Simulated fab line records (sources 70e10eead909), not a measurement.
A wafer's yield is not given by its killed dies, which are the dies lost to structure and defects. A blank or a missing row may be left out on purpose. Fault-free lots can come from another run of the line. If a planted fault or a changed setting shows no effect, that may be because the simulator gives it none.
fab line records	flow nand_harc
[record] lots = 6	wafers = 18	last_day = 33
route steps=1302 shown A_M1@1179
lots with no fault: from the same line, run without faults
start_h: start of the lot's first displayed wafer, in hours after the record's first day	wait_h: time in hours since the lot's previous step	" the same as in the row above	L1.1+2: several wafers, shown together as one row	- value missing, or start not given	* or withheld: withheld	< > ~ a bound
route shown NAME@n: names a module that has steps shown in the file, with the first one's number in the route	usual: mean and standard deviation over wafers with no fault	same: alike in all rows	chamber/n: place in a boat	sites: readings site by site	_std_site: the values' standard deviation	_edge_site: mean of outer sites minus mean of inner sites	radius_mm: for every site, how far away it sits from the centre of the wafer	mask NAME#n: copy n	behind: the last tool/chamber to shape the wafer	hold: why the lot went on hold/how many hours it stayed there/how the hold came to an end	device: transistor that didn't switch, given as n, p or np	end of line: at the end of the route, the tests of the same wafers	step lacking rows: just its recipe	killed: not the wafer's yield, but the dies lost to structure and defects at the first sort	map: shows each die of a wafer: x if killed, . if not, _ if none is there
set.NAME: setting as actually run; set.NAME@STEP: the setting as run at that earlier step	model.NAME: the simulator's own value behind a step, which no gauge read
lots at some steps of the route; a table a step, a row a wafer
services: when a tool's chamber went out of use (start_h, in hours from the record's first day, below 0 if earlier), for how many hours, and the reason
[[steps]]
[step NHARC_A_M1_CD_MEAS_09]
[recipe] target_cd_nm = 120	landing_energy_ev = 500
[usual] cd_nm = 119.9/0.51
[same] landing_energy_ev = 500
lot.wafer	tool	chamber	start_h	wait_h	cd_nm
L408.2	cd_sem-02	0	542.51	-	119.7
L408.3	"	0	"	"	120.3
L408.6	"	0	"	"	120.2
L409.2	cd_sem-03	0	556.67	-	120.2
L409.5	"	0	"	"	120.4
L409.6	"	0	"	"	119.9
L411.2	cd_sem-03	0	557.10	-	120.0
L411.3	"	0	"	"	119.7
L411.5	"	0	"	"	119.5
L421.2	cd_sem-03	0	667.06	-	119.4
L421.3	"	0	"	"	119.2
L421.6	"	0	"	"	119.6
L423.2	cd_sem-01	0	686.77	-	120.4
L423.3	"	0	"	"	119.9
L423.4	"	0	"	"	119.3
L429.4	cd_sem-01	0	740.37	-	120.7
L429.5	"	0	"	"	120.7
L429.6	"	0	"	"	120.1
[step NHARC_A_M1_OVL_MEAS_10]
[recipe] pitch_nm = 240
[usual] overlay_x_nm = 0.0/0.85	overlay_y_nm = 0.3/0.87
lot.wafer	tool	chamber	start_h	wait_h	overlay_x_nm	overlay_y_nm
L408.2	overlay-01	-	542.59	-	-1.2	0.2
L408.3	"	-	"	"	-0.6	0.0
L408.6	"	-	"	"	-1.4	0.5
L409.2	overlay-01	-	556.76	-	-0.4	0.6
L409.5	"	-	"	"	0.1	0.5
L409.6	"	-	"	"	-0.9	0.3
L411.2	overlay-02	-	557.19	-	0.2	1.8
L411.3	"	-	"	"	-1.0	1.7
L411.5	"	-	"	"	-0.1	1.8
L421.2	overlay-01	-	667.15	-	2.1	1.4
L421.3	"	-	"	"	2.4	1.8
L421.6	"	-	"	"	2.1	1.8
L423.2	overlay-02	-	686.86	-	-0.5	-1.2
L423.3	"	-	"	"	-0.7	-0.7
L423.4	"	-	"	"	-0.9	-0.7
L429.4	overlay-02	-	740.46	-	0.2	0.0
L429.5	"	-	"	"	0.5	-0.7
L429.6	"	-	"	"	0.5	0.3
[step NHARC_A_M1_INSPECT_11]
[usual] raw_defect_count = 87/38
lot.wafer	tool	chamber	start_h	wait_h	raw_defect_count
L408.2	defect_inspect-02	-	542.63	0.0	104
L408.3	"	-	"	"	112
L408.6	"	-	"	"	106
L409.2	defect_inspect-02	-	556.79	0.0	139
L409.5	"	-	"	"	152
L409.6	"	-	"	"	162
L411.2	defect_inspect-01	-	557.22	0.0	21
L411.3	"	-	"	"	20
L411.5	"	-	"	"	21
L421.2	defect_inspect-01	-	667.18	0.0	152
L421.3	"	-	"	"	147
L421.6	"	-	"	"	164
L423.2	defect_inspect-01	-	686.89	0.0	166
L423.3	"	-	"	"	140
L423.4	"	-	"	"	158
L429.4	defect_inspect-02	-	740.49	0.0	68
L429.5	"	-	"	"	55
L429.6	"	-	"	"	61
[step NHARC_A_M1_DESCUM_14]
[recipe] time_s = 3	o2_flow_sccm = 200	ar_flow_sccm = 0	bias_power_w = 0	chemistry = O2
[usual] drypump_motor_current_A = 5.5/0.41	oes_product_au = 1.000/0.0069	rf_vpp_V = 57.7/0.85	showerhead_plenum_p_Torr = 1.88/0.086	throttle_valve_pct = 11.310/0.0088
lot.wafer	tool	chamber	start_h	wait_h	drypump_motor_current_A	oes_product_au	rf_hours_counter_h	rf_vpp_V	showerhead_plenum_p_Torr	throttle_valve_pct
L408.3	rie_diel-11	3	542.69	0.1	6.2	0.992	3.4	57.5	1.82	11.318
L408.2	"	0	"	"	6.1	0.994	4.0	58.9	1.84	11.306
L408.6	"	0	"	"	6.1	0.997	-	57.5	1.84	11.329
L409.2	rie_diel-06	1	556.87	0.1	5.4	0.988	1.4	57.6	1.85	11.305
L409.6	"	3	"	"	6.1	1.000	-	57.2	1.87	11.302
L409.5	"	0	"	"	5.1	0.999	-	58.6	2.06	11.294
L411.3	rie_diel-06	0	557.28	0.1	5.0	1.006	1.3	56.8	2.06	11.323
L411.2	"	2	"	"	5.3	0.998	1.3	57.0	1.88	11.317
L411.5	"	0	"	"	5.1	0.997	-	59.5	2.06	11.311
L421.2	rie_diel-13	0	667.44	0.3	5.2	0.995	8.6	58.5	1.81	11.311
L421.3	"	2	"	"	5.8	0.996	8.4	59.1	1.93	11.325
L421.6	"	0	"	"	5.1	1.004	-	57.1	1.81	11.312
L423.4	rie_diel-11	1	686.95	0.1	5.3	0.999	4.0	57.7	2.02	11.317
L423.2	"	3	"	"	6.2	0.989	3.8	57.8	1.82	11.300
L423.3	"	0	"	"	6.1	1.006	4.2	58.1	1.83	11.304
L429.4	rie_diel-13	0	740.55	0.1	5.1	1.012	2.1	58.1	1.81	11.320
L429.5	"	0	"	"	5.1	1.012	-	57.5	1.81	11.305
L429.6	"	1	"	"	5.4	1.007	-	57.5	1.79	11.300
[step NHARC_A_M1_ETCH_35]
[recipe] target_depth_a = 400	overetch_a = 120	time_s = 43.94	ion_energy_ev = 200	n2_flow_sccm = 150	h2_flow_sccm = 150	ar_flow_sccm = 0	rf_w = 400	bias_w = 150	chemistry = N2/H2
[step NHARC_A_M1_ETCH_15]
[recipe] target_depth_a = 1825	time_s = 91.2	c4f8_flow_sccm = withheld	ar_flow_sccm = 400	rf_w = 600	bias_w = 300	chemistry = C4F8/Ar
[step NHARC_A_M1_CD_MEAS_16]
[usual] cd_nm = 119.9/0.59
lot.wafer	tool	chamber	start_h	wait_h	cd_nm
L408.2	cd_sem-03	-	543.00	-	119.8
L408.3	"	-	"	"	119.5
L408.6	"	-	"	"	120.3
L409.2	cd_sem-02	-	557.16	-	119.5
L409.5	"	-	"	"	120.4
L409.6	"	-	"	"	119.7
L411.2	cd_sem-02	-	557.59	-	119.9
L411.3	"	-	"	"	120.2
L411.5	"	-	"	"	119.3
L421.2	cd_sem-01	-	667.75	-	119.5
L421.3	"	-	"	"	119.3
L421.6	"	-	"	"	119.7
L423.2	cd_sem-03	-	687.27	-	119.9
L423.3	"	-	"	"	119.5
L423.4	"	-	"	"	119.7
L429.4	cd_sem-03	-	740.86	-	120.6
L429.5	"	-	"	"	120.3
L429.6	"	-	"	"	120.3
[step NHARC_A_M1_STRIP_18]
[recipe] power_w = 1000	n2_flow_sccm = 150	h2_flow_sccm = 150	ar_flow_sccm = 0	bias_w = 0	chemistry = N2/H2
[usual] drypump_motor_current_A = 5.6/0.42	oes_product_au = 1.000/0.0067	rf_vpp_V = 90.4/0.99	showerhead_plenum_p_Torr = 2.01/0.092	throttle_valve_pct = 14.171/0.0092
lot.wafer	tool	chamber	start_h	wait_h	drypump_motor_current_A	oes_product_au	rf_hours_counter_h	rf_vpp_V	showerhead_plenum_p_Torr	throttle_valve_pct
L408.2	rie_diel-06	0	543.07	0.1	5.1	1.005	0.9	91.5	2.20	14.163
L408.3	"	1	"	"	5.5	0.995	1.1	90.7	1.97	14.167
L408.6	"	1	"	"	5.5	0.996	-	90.6	1.97	14.174
L409.2	rie_diel-11	0	557.28	0.1	6.1	0.986	4.8	88.1	1.95	14.177
L409.6	"	2	"	"	5.0	0.994	-	88.3	1.93	14.182
L409.5	"	3	"	"	6.2	0.995	-	90.0	1.94	14.166
L411.2	rie_diel-06	3	557.69	0.1	6.1	1.008	1.6	91.8	1.99	14.187
L411.3	"	0	"	"	5.1	1.008	1.4	91.3	2.20	14.156
L411.5	"	2	"	"	5.3	1.000	-	89.3	2.01	14.162
L421.3	rie_diel-11	2	667.82	0.1	4.9	0.997	2.9	90.2	1.92	14.150
L421.2	"	0	"	"	6.1	0.987	3.4	89.2	1.95	14.167
L421.6	"	3	"	"	6.2	1.005	-	89.9	1.94	14.173
L423.4	rie_diel-13	1	687.34	0.1	5.4	0.992	8.5	90.9	1.91	14.165
L423.2	"	2	"	"	5.8	0.987	8.8	90.2	2.06	14.183
L423.3	"	3	"	"	5.8	0.993	9.7	90.1	2.03	14.179
L429.4	rie_diel-13	2	741.01	0.1	5.8	1.005	2.7	89.7	2.06	14.157
L429.5	"	3	"	"	5.7	1.000	-	89.5	2.03	14.174
L429.6	"	0	"	"	5.2	1.010	-	90.2	1.93	14.159
[step NHARC_A_M1_ETCH_28]
[recipe] target_depth_a = 300	over_etch_frac = 0.3	time_s = 72.99	ion_energy_ev = 150	cf4_flow_sccm = 50	n2_flow_sccm = 100	ar_flow_sccm = 150	rf_w = 300	bias_w = 100	chemistry = CF4/N2
[usual] drypump_motor_current_A = 5.5/0.42	oes_product_au = 0.999/0.0075	rf_vpp_V = 313.4/2	showerhead_plenum_p_Torr = 2.59/0.11	throttle_valve_pct = 19.793/0.0092
lot.wafer	tool	chamber	start_h	wait_h	drypump_motor_current_A	oes_product_au	rf_hours_counter_h	rf_vpp_V	showerhead_plenum_p_Torr	throttle_valve_pct
L408.2	rie_diel-06	0	-	-	5.1	1.004	0.9	316.2	2.82	19.792
L408.3	"	3	"	"	6.1	0.998	1.2	313.4	2.56	19.792
L408.6	"	0	"	"	5.1	0.992	-	317.3	2.82	19.820
L409.2	rie_diel-11	1	-	-	5.3	0.993	4.9	316.8	2.76	19.798
L409.6	"	2	"	"	4.9	1.000	-	311.8	2.49	19.794
L409.5	"	3	"	"	6.2	1.005	-	312.8	2.51	19.789
L411.3	rie_diel-06	1	-	-	5.4	0.992	1.6	313.7	2.55	19.802
L411.2	"	2	"	"	5.3	1.002	1.4	312.5	2.59	19.797
L411.5	"	1	"	"	5.4	0.993	-	313.6	2.55	19.802
L421.2	rie_diel-11	2	-	-	4.9	0.994	2.9	311.6	2.49	19.804
L421.3	"	1	"	"	5.3	1.002	3.3	317.6	2.76	19.793
L421.6	"	2	"	"	4.9	1.003	-	311.6	2.49	19.805
L423.4	rie_diel-13	2	-	-	5.8	0.991	8.8	314.4	2.65	19.794
L423.2	"	3	"	"	5.8	0.992	9.7	312.5	2.61	19.799
L423.3	"	0	"	"	5.2	0.988	9.0	311.1	2.50	19.801
L429.4	rie_diel-13	2	-	-	5.8	0.992	2.7	314.1	2.64	19.777
L429.6	"	0	"	"	5.1	0.998	-	312.2	2.50	19.793
L429.5	"	1	"	"	5.4	1.017	-	311.3	2.47	19.792
[step NHARC_A_M1_STRIP_19]
[recipe] time_s = 600	temp_c = 30	chemistry = post_etch_residue_remover
[step NHARC_A_M1_DEGAS_29]
[recipe] temp_c = 250	time_s = 60
[usual] heater_power_w = 325/30
lot.wafer	tool	chamber	start_h	wait_h	heater_power_w
L408.3	pvd_sputter-02	-	543.72	-	375
L408.2	"	-	"	"	342
L408.6	"	-	"	"	336
L409.2	pvd_sputter-02	-	557.87	-	338
L409.5	"	-	"	"	344
L409.6	"	-	"	"	386
L411.3	pvd_sputter-03	-	558.30	-	301
L411.2	"	-	"	"	361
L411.5	"	-	"	"	294
L421.2	pvd_sputter-02	-	668.52	-	317
L421.3	"	-	"	"	347
L421.6	"	-	"	"	381
L423.3	pvd_sputter-01	-	687.98	-	307
L423.4	"	-	"	"	306
L423.2	"	-	"	"	333
L429.4	pvd_sputter-01	-	741.58	-	328
L429.6	"	-	"	"	303
L429.5	"	-	"	"	338
[step NHARC_A_M1_PRE_CLEAN_30]
[recipe] time_s = 30	temp_c = 280	gas = H2/He
[step NHARC_A_M1_PVD_20]
[recipe] target_thk_a = 50	bias_v = 168.6	power_w = 15000	chamber_pressure_pa = 0.12	time_s = 8.06	substrate_temp_c = 50	material = TaN
[usual] bias_v = 168.7/1.6	cathode_dc_power_W = 15000/2.7	throttle_valve_pct = 30.1/1.3
lot.wafer	tool	chamber	start_h	wait_h	bias_v	cathode_dc_power_W	throttle_valve_pct
L408.2	pvd_sputter-02	-	543.82	-	170.4	14998	30.8
L408.3	"	-	"	"	167.1	14994	29.6
L408.6	"	-	"	"	171.6	15001	28.5
L409.2	pvd_sputter-02	-	558.00	-	-	-	-
L409.6	"	-	"	"	-	-	-
L409.5	"	-	"	"	-	-	-
L411.2	pvd_sputter-03	-	558.41	-	-	-	-
L411.3	"	-	"	"	-	-	-
L411.5	"	-	"	"	-	-	-
L421.3	pvd_sputter-02	-	668.64	-	167.1	14998	32.2
L421.2	"	-	"	"	167.2	15000	29.7
L421.6	"	-	"	"	168.2	14997	31.9
L423.3	pvd_sputter-01	-	688.11	-	169.2	14996	30.0
L423.2	"	-	"	"	167.2	15000	30.1
L423.4	"	-	"	"	169.7	14996	29.8
L429.4	pvd_sputter-01	-	741.69	-	168.2	15000	28.6
L429.5	"	-	"	"	167.4	14999	28.6
L429.6	"	-	"	"	168.1	15001	30.0
[step NHARC_A_M1_PVD_21]
[recipe] target_thk_a = 300	chamber_pressure_pa = 5	power_w = 5000	substrate_temp_c = 30	time_s = 20.49	material = Cu
[usual] cathode_dc_power_W = 5000.0/0.91	chamber_pressure_pa = 4.999/0.01	throttle_valve_pct = 30.2/1.2
lot.wafer	tool	chamber	start_h	wait_h	cathode_dc_power_W	chamber_pressure_pa	throttle_valve_pct
L408.2	pvd_sputter-02	-	-	-	4999.7	4.997	28.5
L408.3	"	-	"	"	5000.6	4.988	30.9
L408.6	"	-	"	"	5000.8	5.003	29.5
L409.2	pvd_sputter-02	-	-	-	5000.4	4.997	30.7
L409.6	"	-	"	"	5001.4	5.008	31.7
L409.5	"	-	"	"	5000.3	5.001	30.8
L411.3	pvd_sputter-03	-	-	-	5000.0	5.009	29.7
L411.2	"	-	"	"	4998.9	5.009	29.0
L411.5	"	-	"	"	4998.8	4.991	29.1
L421.3	pvd_sputter-02	-	-	-	4998.9	4.993	28.9
L421.2	"	-	"	"	5000.1	4.991	29.7
L421.6	"	-	"	"	4999.6	5.000	32.0
L423.2	pvd_sputter-01	-	-	-	4998.8	4.989	28.4
L423.3	"	-	"	"	5000.8	4.991	30.1
L423.4	"	-	"	"	4999.9	4.991	30.1
L429.4	pvd_sputter-01	-	-	-	5000.3	4.988	28.5
L429.6	"	-	"	"	5000.4	5.016	30.0
L429.5	"	-	"	"	5000.5	4.993	30.3
[[services]]
tool	chamber	start_h	hours	kind
rie_diel-13	-	519.00	9.0	pm
rie_diel-13	0	519.00	9.0	vent_cycle
rie_diel-13	1	519.00	9.0	vent_cycle
rie_diel-13	2	519.00	9.0	vent_cycle
rie_diel-13	3	519.00	9.0	vent_cycle
pvd_sputter-03	-	526.06	10.0	pm
rie_diel-13	0	528.00	-	clean
pvd_sputter-02	-	544.66	4.3	repair
rie_diel-06	-	574.07	0.5	repair
rie_diel-06	2	578.23	2.0	repair
pvd_sputter-01	-	582.04	10.0	pm
rie_diel-11	-	609.50	9.0	pm
rie_diel-13	3	629.27	2.4	repair
pvd_sputter-02	-	638.06	10.0	pm
pvd_sputter-01	-	638.48	5.0	repair
rie_diel-13	2	657.32	9.6	repair
rie_diel-06	2	659.95	6.4	repair
rie_diel-06	-	661.20	9.0	pm
pvd_sputter-01	-	672.18	4.0	repair
pvd_sputter-03	-	675.07	9.9	repair
rie_diel-13	-	696.00	9.0	pm
rie_diel-11	0	698.35	4.5	repair
pvd_sputter-03	-	704.06	10.0	pm
pvd_sputter-02	-	713.26	3.9	repair
[[key]]
[first_sign] step = NHARC_A_M1_PVD_20	reading = tool_record	direction = missing
effect none on later readings
met_at NHARC_A_M1_PVD_20
struck_wafers L409.2,L409.5,L409.6,L411.2,L411.3,L411.5
later_rows_left_out L409.2,L409.5,L409.6,L411.2,L411.3,L411.5
sort_left_out L409.2,L409.5,L409.6,L411.2,L411.3,L411.5
onset_between 543.82 558.00
[fault] kind = skipped_step_whole	tool = pvd_sputter-02,pvd_sputter-03	chamber = -	onset_h = 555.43	steps = NHARC_A_M1_PVD_20	scope = struck_lots_only
// sort_left_out: the simulated sort isn't trusted on such a fault, so these wafers' sort isn't shown, and their yield isn't known
// later_rows_left_out: the simulator's readings of these wafers behind a module that went badly wrong aren't trusted and aren't shown, but for the sort
